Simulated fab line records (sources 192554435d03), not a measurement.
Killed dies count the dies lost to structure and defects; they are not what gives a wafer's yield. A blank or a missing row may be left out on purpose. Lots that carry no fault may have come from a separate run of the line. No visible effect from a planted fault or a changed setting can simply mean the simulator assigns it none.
What tool caused it? :: flow n5_finfet :: 24 lots, 72 wafers sampled, at 3 steps of a route of 1938

## WHAT EACH GAUGE READ, for each wafer
N5_GATE_CUT_INSPECT_26: inspects for defects (darkfield).
lot: L074
measured: day 4 19:43
on: defect_inspect-02
raw_defect_count: 27 20 30

lot: L075
measured: day 4 22:29
on: defect_inspect-01
raw_defect_count: 30 22 34

lot: L076
measured: day 5 02:45
on: defect_inspect-02
raw_defect_count: 35 31 23

lot: L077
measured: day 5 11:28
on: defect_inspect-02
raw_defect_count: 22 32 27

lot: L078
measured: day 5 14:34
on: defect_inspect-01
raw_defect_count: 44 69 50

lot: L079
measured: day 5 21:13
on: defect_inspect-02
raw_defect_count: 19 42 25

lot: L080
measured: day 6 02:37
on: defect_inspect-01
raw_defect_count: 39 39 45

lot: L081
measured: day 6 08:53
on: defect_inspect-02
raw_defect_count: 22 34 30

lot: L082
measured: day 6 13:41
on: defect_inspect-02
raw_defect_count: 50 53 44

lot: L083
measured: day 6 21:34
on: defect_inspect-02
raw_defect_count: 47 36 28

lot: L084
measured: day 7 04:46
on: defect_inspect-02
raw_defect_count: 26 43 42

lot: L085
measured: day 7 12:43
on: defect_inspect-02
raw_defect_count: 54 76 31

lot: L087
measured: day 7 21:16
on: defect_inspect-02
raw_defect_count: 48 32 33

lot: L088
measured: day 8 03:22
on: defect_inspect-02
raw_defect_count: 58 41 25

lot: L086
measured: day 8 05:38
on: defect_inspect-02
raw_defect_count: 21 24 20

lot: L089
measured: day 8 11:36
on: defect_inspect-01
raw_defect_count: 26 59 39

lot: L090
measured: day 8 16:44
on: defect_inspect-02
raw_defect_count: 41 17 37

lot: L091
measured: day 9 01:49
on: defect_inspect-01
raw_defect_count: 21 33 32

lot: L093
measured: day 9 11:42
on: defect_inspect-01
raw_defect_count: 19 37 27

lot: L092
measured: day 9 13:13
on: defect_inspect-01
raw_defect_count: 53 31 29

lot: L094
measured: day 9 22:58
on: defect_inspect-01
raw_defect_count: 44 41 74

lot: L095
measured: day 10 00:27
on: defect_inspect-01
raw_defect_count: 37 34 48

lot: L096
measured: day 10 09:10
on: defect_inspect-02
raw_defect_count: 56 26 30

lot: L097
measured: day 10 16:23
on: defect_inspect-01
raw_defect_count: 50 54 67

N5_MOL_CONTACT_COAG_CD_MEAS_08: target cd 28 nm.
lot: L074
measured: day 4 20:01
on: cd_sem-03
cd_nm (nm): 27.79 27.62 28.13

lot: L075
measured: day 4 22:54
on: cd_sem-02
cd_nm (nm): 28.09 27.69 27.80

lot: L076
measured: day 5 03:10
on: cd_sem-01
cd_nm (nm): 27.75 27.89 27.97

lot: L077
measured: day 5 11:46
on: cd_sem-01
cd_nm (nm): 28.17 27.90 27.78

lot: L078
measured: day 5 14:52
on: cd_sem-02
cd_nm (nm): 27.65 27.84 28.01

lot: L079
measured: day 5 21:33
on: cd_sem-02
cd_nm (nm): 27.75 28.04 27.91

lot: L080
measured: day 6 03:02
on: cd_sem-02
cd_nm (nm): 27.92 27.72 27.96

lot: L081
measured: day 6 09:19
on: cd_sem-01
cd_nm (nm): 28.30 27.86 27.97

lot: L082
measured: day 6 14:06
on: cd_sem-03
cd_nm (nm): 28.36 27.97 28.17

lot: L083
measured: day 6 21:59
on: cd_sem-03
cd_nm (nm): 28.20 28.00 28.53

lot: L084
measured: day 7 05:11
on: cd_sem-01
cd_nm (nm): 27.88 28.01 28.16

lot: L085
measured: day 7 13:01
on: cd_sem-01
cd_nm (nm): 28.51 28.16 28.23

lot: L087
measured: day 7 21:34
on: cd_sem-02
cd_nm (nm): 27.94 27.98 27.64

lot: L088
measured: day 8 03:40
on: cd_sem-02
cd_nm (nm): 28.07 27.87 28.15

lot: L086
measured: day 8 05:58
on: cd_sem-03
cd_nm (nm): 27.88 27.90 28.14

lot: L089
measured: day 8 11:54
on: cd_sem-03
cd_nm (nm): 27.54 27.78 27.68

lot: L090
measured: day 8 17:02
on: cd_sem-03
cd_nm (nm): 27.99 27.81 27.78

lot: L091
measured: day 9 02:07
on: cd_sem-03
cd_nm (nm): 28.20 28.10 28.11

lot: L093
measured: day 9 12:07
on: cd_sem-03
cd_nm (nm): 28.14 28.17 28.24

lot: L092
measured: day 9 13:31
on: cd_sem-03
cd_nm (nm): 28.27 27.65 27.82

lot: L094
measured: day 9 23:24
on: cd_sem-03
cd_nm (nm): 27.90 27.84 28.22

lot: L095
measured: day 10 00:52
on: cd_sem-02
cd_nm (nm): 27.79 27.61 27.63

lot: L096
measured: day 10 09:35
on: cd_sem-03
cd_nm (nm): 28.18 27.89 28.36

lot: L097
measured: day 10 16:41
on: cd_sem-03
cd_nm (nm): 27.92 27.69 27.66

## WHICH TOOL RAN EACH LOT (tool, then ch and the chambers of the sampled wafers, then the start)
lot: L074
N5_GATE_CUT_CMP_61: cmp-01 ch 0,2,3, day 4 19:32

lot: L075
N5_GATE_CUT_CMP_61: cmp-03 ch 1,2, day 4 22:17

lot: L076
N5_GATE_CUT_CMP_61: cmp-03 ch 0,2,3, day 5 02:35

lot: L077
N5_GATE_CUT_CMP_61: cmp-04 ch 1,2,3, day 5 11:17

lot: L078
N5_GATE_CUT_CMP_61: cmp-03 ch 0,1, day 5 14:20

lot: L079
N5_GATE_CUT_CMP_61: cmp-01 ch 0,2,3, day 5 20:59

lot: L080
N5_GATE_CUT_CMP_61: cmp-03 ch 0,3, day 6 02:25

lot: L081
N5_GATE_CUT_CMP_61: cmp-03 ch 0,3, day 6 08:40

lot: L082
N5_GATE_CUT_CMP_61: cmp-04 ch 0,1,2, day 6 13:31

lot: L083
N5_GATE_CUT_CMP_61: cmp-04 ch 0,1,2, day 6 21:20

lot: L084
N5_GATE_CUT_CMP_61: cmp-04 ch 1,2,3, day 7 04:32

lot: L085
N5_GATE_CUT_CMP_61: cmp-03 ch 2,3, day 7 12:29

lot: L087
N5_GATE_CUT_CMP_61: cmp-04 ch 2,3, day 7 21:04

lot: L088
N5_GATE_CUT_CMP_61: cmp-01 ch 1,3, day 8 03:09

lot: L086
N5_GATE_CUT_CMP_61: cmp-04 ch 0,2,3, day 8 05:26

lot: L089
N5_GATE_CUT_CMP_61: cmp-04 ch 0,1, day 8 11:23

lot: L090
N5_GATE_CUT_CMP_61: cmp-04 ch 1,2,3, day 8 16:34

lot: L091
N5_GATE_CUT_CMP_61: cmp-04 ch 1,2,3, day 9 01:35

lot: L093
N5_GATE_CUT_CMP_61: cmp-04 ch 1,2,3, day 9 11:28

lot: L092
N5_GATE_CUT_CMP_61: cmp-03 ch 0,1,3, day 9 12:59

lot: L094
N5_GATE_CUT_CMP_61: cmp-04 ch 0,3, day 9 22:46

lot: L095
N5_GATE_CUT_CMP_61: cmp-01 ch 1,2,3, day 10 00:17

lot: L096
N5_GATE_CUT_CMP_61: cmp-01 ch 0,2,3, day 10 08:59

lot: L097
N5_GATE_CUT_CMP_61: cmp-03 ch 0,1,2, day 10 16:11
- N5_GATE_CUT_CMP_61: polishes, stops on SiNx, t overpolish 3 s.

## AS READ BY THE TOOLS THEMSELVES (means over the sampled wafers that have a number; for cases with no such wafer, the mark the record gives instead)
N5_GATE_CUT_CMP_61.
lot: L074
tool: cmp-01
motor_current_A (A): 11.5
slurry_flow_ml_min: 149.7

lot: L075
tool: cmp-03
motor_current_A (A): 12.1
slurry_flow_ml_min: 150.2

lot: L076
tool: cmp-03
motor_current_A (A): 11.7
slurry_flow_ml_min: 150.0

lot: L077
tool: cmp-04
motor_current_A (A): 11.2
slurry_flow_ml_min: 149.7

lot: L078
tool: cmp-03
motor_current_A (A): 11.7
slurry_flow_ml_min: 150.0

lot: L079
tool: cmp-01
motor_current_A (A): 11.8
slurry_flow_ml_min: 150.0

lot: L080
tool: cmp-03
motor_current_A (A): 11.3
slurry_flow_ml_min: 150.1

lot: L081
tool: cmp-03
motor_current_A (A): 11.7
slurry_flow_ml_min: 150.0

lot: L082
tool: cmp-04
motor_current_A (A): 11.8
slurry_flow_ml_min: 150.0

lot: L083
tool: cmp-04
motor_current_A (A): 11.8
slurry_flow_ml_min: 149.9

lot: L084
tool: cmp-04
motor_current_A (A): 11.5
slurry_flow_ml_min: 149.8

lot: L085
tool: cmp-03
motor_current_A (A): 12.4
slurry_flow_ml_min: 149.6

lot: L087
tool: cmp-04
motor_current_A (A): 11.3
slurry_flow_ml_min: 149.8

lot: L088
tool: cmp-01
motor_current_A (A): 12.9
slurry_flow_ml_min: 149.7

lot: L086
tool: cmp-04
motor_current_A (A): 11.7
slurry_flow_ml_min: 150.1

lot: L089
tool: cmp-04
motor_current_A (A): 12.6
slurry_flow_ml_min: 150.3

lot: L090
tool: cmp-04
motor_current_A (A): 11.3
slurry_flow_ml_min: 150.0

lot: L091
tool: cmp-04
motor_current_A (A): 11.2
slurry_flow_ml_min: 150.4

lot: L093
tool: cmp-04
motor_current_A (A): 11.4
slurry_flow_ml_min: 149.7

lot: L092
tool: cmp-03
motor_current_A (A): 11.6
slurry_flow_ml_min: 149.7

lot: L094
tool: cmp-04
motor_current_A (A): 12.3
slurry_flow_ml_min: 150.1

lot: L095
tool: cmp-01
motor_current_A (A): 12.5
slurry_flow_ml_min: 149.7

lot: L096
tool: cmp-01
motor_current_A (A): 11.6
slurry_flow_ml_min: 150.3

lot: L097
tool: cmp-03
motor_current_A (A): 11.8
slurry_flow_ml_min: 150.2

## THE ANSWER, worked out from the rows above alone
Rule: usual is defined by the lots themselves. Put in order of their means at a reading, lots are off if they are a third of the lots or fewer, leave a main group of 4 or more, and stand apart from it by a gap of 3 or more times the standard deviation of the main group's means; of several such gaps the widest counts. Not used: any main group whose means are identical at the precision the tables above print for the reading. A lot without any number at a reading at which 4 lots or more have one is off too. Where the step has rows for the other lots, those lots are counted as sound. Order of review: gauges by route order, followed by the tools' own readings, for which a lot's mean as printed above is used. The first step at which some lot is off is used, and at that step the reading that is off furthest; a lot without a number counts as furthest.
Nothing can be told from this: no lot is off at any reading shown.

## WHAT HAD BEEN PUT IN BY THE SIMULATOR
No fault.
